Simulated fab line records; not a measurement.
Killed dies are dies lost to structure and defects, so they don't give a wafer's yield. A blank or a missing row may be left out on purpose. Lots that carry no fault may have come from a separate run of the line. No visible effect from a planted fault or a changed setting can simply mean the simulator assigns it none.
Matching of chambers ; flow nand_harc ; pecvd-02 running NHARC_P_M2_PRE_CLEAN_32: 3 sister chambers
The step time 12 s. 6 wafers are shown with their chamber, then 7 later ones without.

WAFERS, EACH WITH ITS CHAMBER
wafer;chamber;heater_power_w (W)
L076.2;0;826
L080.6;2;589
L082.1;2;638
L082.2;0;922
L085.2;1;623
L085.4;1;629

WAFERS WITHOUT THEIR CHAMBER
wafer;heater_power_w (W)
L085.5;861
L090.1;932
L090.3;680
L090.5;682
L092.1;677
L092.2;863
L092.4;888

EACH ONE'S CHAMBER
wafer;from the rows above;in truth
L085.5;0;0
L090.1;0;0
L090.3;can't be placed: 1 or 2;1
L090.5;can't be placed: 1 or 2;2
L092.1;can't be placed: 1 or 2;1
L092.2;0;0
L092.4;0;0
Placed correctly: 4 of 7. Can't be placed from these rows: 3 (the true chamber is among the candidates in 3). Number placed wrongly: 0.
How it was worked out, from the rows above alone: a wafer's distance from a chamber is the root of the sum, over the readings, of the square of ((its reading less the chamber's mean) divided by the reading's scatter). The wafer belongs to the nearest chamber; if the next one is less than 2 further off, it can't be placed. The mean given for a chamber averages the wafers shown for that chamber. The scatter: the root of (the sum of the squares of (reading less its chamber's mean) over the shown wafers, divided by (wafers less chambers)).
